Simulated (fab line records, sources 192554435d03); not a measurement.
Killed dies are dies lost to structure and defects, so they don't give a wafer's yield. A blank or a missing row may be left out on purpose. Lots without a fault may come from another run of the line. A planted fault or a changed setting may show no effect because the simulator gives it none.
fab line records | flow n5_finfet | part 2 of 2: steps 26 to 33 of 33
record lots=5 wafers=15 last_day=17
route steps=1938 shown FIN_SAQP@90
lots that met no fault: from a run of the same line without faults
start_h: hours from the record's first day to the start of the lot's first wafer shown | wait_h: hours since the lot's step before | " the same as in the row above | L1.1+2: a row that stands for several wafers | - no value, or no start given | * or withheld: withheld | < > ~ a bound
route shown NAME@n: a module of which the file shows steps, and the number in the route of the first | usual: mean/standard deviation of fault-free wafers | same: alike in all rows | chamber/n: place in a boat | sites: the reading at each site | _std_site: their standard deviation | _edge_site: outer sites' mean less inner sites' | radius_mm: how far each site lies from the wafer's centre | mask NAME#n: copy n | behind: the tool/chamber that last shaped the wafer | hold: why the lot was held/for how many hours/how that ended | device: the transistor (n, p or np) that didn't switch | end of line: the same wafers' tests at the end of the route | a step without rows: its recipe alone | killed: dies lost to structure and defects at the first sort, not the wafer's yield | map: a wafer's dies, x killed, . not, _ none there
set.NAME: the setting as run; set.NAME@STEP: as run at that earlier step | model.NAME: the simulator's own value behind a step, which no gauge read
lots at some steps of the route; a table a step, a row a wafer
services: from which hour (start_h, from the record's first day; less than 0 if before it) a tool's chamber was out of use, for how many hours, and why
## steps
# step N5_FIN_SAQP_ETCH_51
# recipe chemistry=CF4 target=SiARC target_depth_a=455 mask_material=CAR-ArF time_s=75.8 ion_energy_ev=80 pressure_mtorr=40 source_w=545 bias_w=36 Ar_flow_sccm=100 cf4_flow_sccm=100 ends=cleared
# usual drypump_motor_current_A=5.8/0.48 etch_rf_on_time_s=75.6/0.99 oes_product_au=0.66/0.06 rf_vpp_V=184.3/1.1 showerhead_plenum_p_Torr=2.16/0.076 throttle_valve_pct=15.66/0.21
# columns lot.wafer tool chamber start_h wait_h drypump_motor_current_A etch_rf_on_time_s oes_product_au rf_hours_counter_h rf_vpp_V showerhead_plenum_p_Torr throttle_valve_pct
L079.2 rie_diel-01 3 51.58 0.0 6.2 75.8 0.69 84 184.5 2.25 15.52
L079.4 " 2 " " 5.0 75.5 0.63 189 184.3 2.21 15.90
L079.6 " 3 " " 6.2 74.8 0.71 - 185.4 2.25 15.52
L081.4 rie_diel-02 2 65.35 0.0 6.1 74.5 0.71 67 185.7 2.26 15.37
L081.5 " 2 " " 6.1 74.9 0.71 - 185.4 2.26 15.36
L081.6 " 3 " " 5.9 76.3 0.68 - 183.9 2.08 15.38
L092.1 rie_diel-01 2 130.15 0.0 5.0 75.9 0.61 219 184.9 2.20 15.96
L092.2 " 0 " " 5.6 76.5 0.65 157 184.4 2.06 15.82
L092.3 " 3 " " 6.2 75.7 0.67 112 185.1 2.24 15.57
L094.4 rie_diel-01 2 143.39 0.0 5.0 75.3 0.60 - 185.7 2.20 15.99
L094.5 " 1 " " 5.6 75.7 0.75 - 184.9 2.27 15.36
L094.6 " 0 " " 5.6 77.4 0.64 - 183.0 2.06 15.82
L096.2 rie_diel-02 0 154.27 0.0 5.5 76.8 0.59 245 183.2 2.02 15.67
L096.5 " 2 " " 6.1 74.2 0.68 - 185.3 2.25 15.45
L096.6 " 1 " " 6.5 75.1 0.61 - 184.0 2.20 15.70
# step N5_FIN_SAQP_ETCH_52
# recipe chemistry=N2/H2 target=SOC target_depth_a=1000 overetch_a=200 mask_material=SiARC temp_c=40 time_s=150 ion_energy_ev=200 pressure_mtorr=30 source_w=840 bias_w=150 n2_flow_sccm=200 h2_flow_sccm=200 ends=end_point
# usual drypump_motor_current_A=5.8/0.48 oes_product_au=0.69/0.06 rf_vpp_V=524.6/2.7 showerhead_plenum_p_Torr=2.57/0.097 throttle_valve_pct=17.89/0.24
# columns lot.wafer tool chamber start_h wait_h drypump_motor_current_A oes_product_au rf_hours_counter_h rf_vpp_V showerhead_plenum_p_Torr throttle_valve_pct
L079.2 rie_diel-01 3 51.64 0.0 6.2 0.72 84 529.7 2.68 17.77
L079.4 " 2 " " 5.0 0.66 189 525.6 2.63 18.14
L079.6 " 3 " " 6.2 0.72 - 528.0 2.68 17.76
L081.4 rie_diel-02 2 65.40 0.0 6.1 0.74 67 525.9 2.68 17.60
L081.5 " 2 " " 6.1 0.74 - 528.5 2.68 17.61
L081.6 " 3 " " 5.9 0.70 - 522.9 2.46 17.54
L092.1 rie_diel-01 2 130.21 0.0 5.1 0.64 219 526.0 2.62 18.19
L092.2 " 0 " " 5.7 0.68 157 520.7 2.43 18.01
L092.3 " 3 " " 6.2 0.70 112 526.5 2.67 17.81
L094.4 rie_diel-01 2 143.47 0.0 5.0 0.63 - 525.0 2.62 18.20
L094.5 " 1 " " 5.6 0.78 - 528.7 2.70 17.55
L094.6 " 0 " " 5.6 0.67 - 520.6 2.43 18.01
L096.2 rie_diel-02 0 154.33 0.0 5.5 0.62 245 520.0 2.40 17.88
L096.5 " 2 " " 6.1 0.71 - 528.1 2.67 17.65
L096.6 " 1 " " 6.5 0.63 - 525.4 2.63 17.98
# step N5_FIN_SAQP_STRIP_53
# recipe chemistry=N2/H2 temp_c=40 n2_flow_sccm=200 h2_flow_sccm=200 rf_frequency_hz=6e+07
# columns lot.wafer tool chamber start_h wait_h
L079.2+4+6 rie_diel-01 3,2,3 51.74 0.0
L081.4+5+6 rie_diel-02 2,2,3 65.50 0.0
L092.1+2+3 rie_diel-01 2,0,3 130.30 0.0
L094.4+5+6 rie_diel-01 2,1,0 143.52 0.0
L096.2+5+6 rie_diel-02 0,2,1 154.43 0.0
# step N5_FIN_SAQP_HM_OPEN_73
# recipe chemistry=CHF3/O2 target=SiO2 stop_on=a-Si target_depth_a=120 over_etch_frac=1.8 mask_material=SOC time_s=16.8 pressure_mtorr=30 source_w=650 bias_w=170 Ar_flow_sccm=200 CHF3_flow_sccm=50 O2_flow_sccm=5 ion_energy_ev=200 ends=end_point
# usual drypump_motor_current_A=5.8/0.48 oes_product_au=0.46/0.041 rf_vpp_V=522/4.3 showerhead_plenum_p_Torr=2.43/0.085 throttle_valve_pct=18.88/0.2
# columns lot.wafer tool chamber start_h wait_h drypump_motor_current_A oes_product_au rf_hours_counter_h rf_vpp_V showerhead_plenum_p_Torr throttle_valve_pct
L079.2 rie_diel-01 3 51.75 0.0 6.2 0.49 84 528 2.53 18.70
L079.4 " 2 " " 5.0 0.44 189 519 2.49 19.12
L079.6 " 3 " " 6.2 0.49 - 529 2.53 18.71
L081.4 rie_diel-02 2 65.51 0.0 6.1 0.49 67 525 2.55 18.62
L081.5 " 2 " " 6.1 0.50 - 527 2.55 18.63
L081.6 " 3 " " 5.9 0.47 - 526 2.34 18.62
L092.1 rie_diel-01 2 130.31 0.0 5.1 0.42 219 519 2.48 19.17
L092.2 " 0 " " 5.6 0.45 157 517 2.32 19.07
L092.3 " 3 " " 6.2 0.47 112 528 2.52 18.75
L094.4 rie_diel-01 2 143.56 0.0 5.0 0.42 - 516 2.48 19.19
L094.5 " 1 " " 5.6 0.53 - 530 2.55 18.59
L094.6 " 0 " " 5.7 0.45 - 516 2.32 19.07
L096.2 rie_diel-02 0 154.44 0.0 5.5 0.41 245 518 2.28 18.86
L096.5 " 2 " " 6.1 0.47 - 527 2.53 18.69
L096.6 " 1 " " 6.5 0.43 - 518 2.48 18.88
# step N5_FIN_SAQP_STRIP_74
# recipe chemistry=CHF3/O2 resist=SiARC rf_frequency_hz=6e+07
# columns lot.wafer tool chamber start_h wait_h
L079.2+4+6 rie_diel-01 3,2,3 51.80 0.0
L081.4+5+6 rie_diel-02 2,2,3 65.56 0.0
L092.1+2+3 rie_diel-01 2,0,3 130.37 0.0
L094.4+5+6 rie_diel-01 2,1,0 143.59 0.0
L096.2+5+6 rie_diel-02 0,2,1 154.49 0.0
# step N5_FIN_SAQP_MANDREL_ETCH_22
# recipe target_depth_a=600 chemistry=HBr/Cl2 target=a-Si stop_on=SiNx bt_time_s=10 over_etch_frac=0.5 time_s=30 pressure_mtorr=10 icp_w=800 bias_w=75 HBr_flow_sccm=150 Cl2_flow_sccm=80 ends=end_point
# usual drypump_motor_current_A=5.6/0.47 oes_product_au=0.776/0.011 throttle_valve_pct=35.21/0.3
# columns lot.wafer tool chamber start_h wait_h drypump_motor_current_A oes_product_au rf_hours_counter_h throttle_valve_pct
L079.2 rie_si-02 3 51.83 0.0 5.3 0.776 124 35.47
L079.4 " 0 " " 5.3 0.790 6 35.01
L079.6 " 0 " " 5.3 0.783 - 35.01
L081.4 rie_si-06 1 65.59 0.0 6.4 0.797 83 35.01
L081.5 " 1 " " 6.4 0.799 - 35.00
L081.6 " 2 " " 6.3 0.782 - 35.73
L092.1 rie_si-04 1 130.40 0.0 5.6 0.766 1 34.74
L092.2 " 3 " " 6.2 0.759 127 35.38
L092.3 " 0 " " 5.4 0.775 58 34.86
L094.4 rie_si-04 2 143.62 0.0 5.5 0.763 97 35.56
L094.5 " 0 " " 5.4 0.778 - 34.85
L094.6 " 3 " " 6.2 0.767 - 35.36
L096.2 rie_si-04 0 154.52 0.0 5.4 0.775 58 34.87
L096.5 " 0 " " 5.4 0.784 - 34.85
L096.6 " 2 " " 5.5 0.755 - 35.58
# step N5_FIN_SAQP_STRIP_55
# recipe chemistry=N2/H2 power_w=500 temp_c=40 pressure_mtorr=50 rf_frequency_hz=6e+07 overash_fraction=0.3 bias_power_w=28 h2_frac=0.5 n2_flow_sccm=300 h2_flow_sccm=300
# usual drypump_motor_current_A=5.8/0.48 oes_product_au=0.78/0.076 rf_vpp_V=122.1/1.5 showerhead_plenum_p_Torr=3.39/0.13 throttle_valve_pct=19.0/0.34
# columns lot.wafer tool chamber start_h wait_h drypump_motor_current_A oes_product_au rf_hours_counter_h rf_vpp_V showerhead_plenum_p_Torr throttle_valve_pct
L079.2 rie_diel-01 2 51.93 0.1 5.0 0.73 189 120.6 3.47 19.2
L079.4 " 1 " " 5.6 0.96 4 122.9 3.58 18.5
L079.6 " 2 " " 5.0 0.73 - 121.3 3.47 19.2
L081.4 rie_diel-01 0 65.88 0.2 5.6 0.77 - 120.4 3.23 19.2
L081.5 " 3 " " 6.2 0.81 - 124.4 3.53 19.0
L081.6 " 2 " " 5.1 0.73 - 120.9 3.47 19.2
L092.1 rie_diel-06 0 130.50 0.1 5.7 0.97 6 122.5 3.30 18.8
L092.2 " 2 " " 5.5 0.75 159 123.6 3.49 19.3
L092.3 " 3 " " 6.4 0.79 117 122.7 3.38 19.7
L094.4 rie_diel-06 0 143.72 0.1 5.7 0.94 12 122.5 3.30 18.8
L094.5 " 1 " " 5.0 0.93 - 123.5 3.29 18.4
L094.6 " 2 " " 5.5 0.74 - 123.2 3.48 19.3
L096.2 rie_diel-02 1 154.62 0.1 6.5 0.73 213 119.7 3.47 19.1
L096.5 " 3 " " 5.9 0.77 - 120.1 3.24 18.6
L096.6 " 0 " " 5.5 0.69 - 119.4 3.18 19.1
# step N5_FIN_SAQP_STRIP_23
# recipe chemistry=SPM time_s=750 temp_c=130 h2so4_h2o2_vol_ratio=4
# columns lot.wafer tool chamber start_h wait_h
L079.2+4+6 wet_bench-06 7,2,0 52.00 -
L081.4+5+6 wet_bench-01 1,3,2 65.92 -
L092.1+2+3 wet_bench-04 2,4,5 130.59 -
L094.4+5+6 wet_bench-01 7,5,2 143.79 -
L096.2+5+6 wet_bench-04 0,1,5 154.69 -
## services
# columns tool chamber start_h hours kind
arfi_scanner-03 - 28.98 1.0 pm
pecvd-03 1 31.44 2.1 scheduled_down
rtp_anneal-02 - 33.02 0.7 pm
rie_si-06 - 45.21 0.7 repair
rie_diel-06 - 57.20 3.8 repair
rie_diel-01 1 64.71 3.8 repair
arfi_scanner-03 - 65.00 0.8 pm
pecvd-02 - 71.35 0.6 repair
pecvd-03 - 79.37 2.8 repair
pecvd-03 2 86.11 5.5 scheduled_down
pecvd-04 0 91.93 6.3 repair
rie_si-06 0 98.38 8.0 repair
arfi_scanner-02 - 103.04 0.8 pm
arfi_scanner-02 - 108.00 6.0 pm
arfi_scanner-02 - 114.00 1.3 pm
arfi_scanner-03 - 115.30 1.3 pm
arfi_scanner-03 - 134.79 1.3 repair
arfi_scanner-02 - 142.85 1.0 pm
arfi_scanner-03 - 146.12 0.9 repair
pecvd-04 - 147.46 1.8 repair
arfi_scanner-03 - 148.21 3.1 pm
rie_diel-06 - 152.14 4.3 pm
rie_si-04 1 152.54 3.5 repair
ald_sin-03 - 153.63 2.8 pm
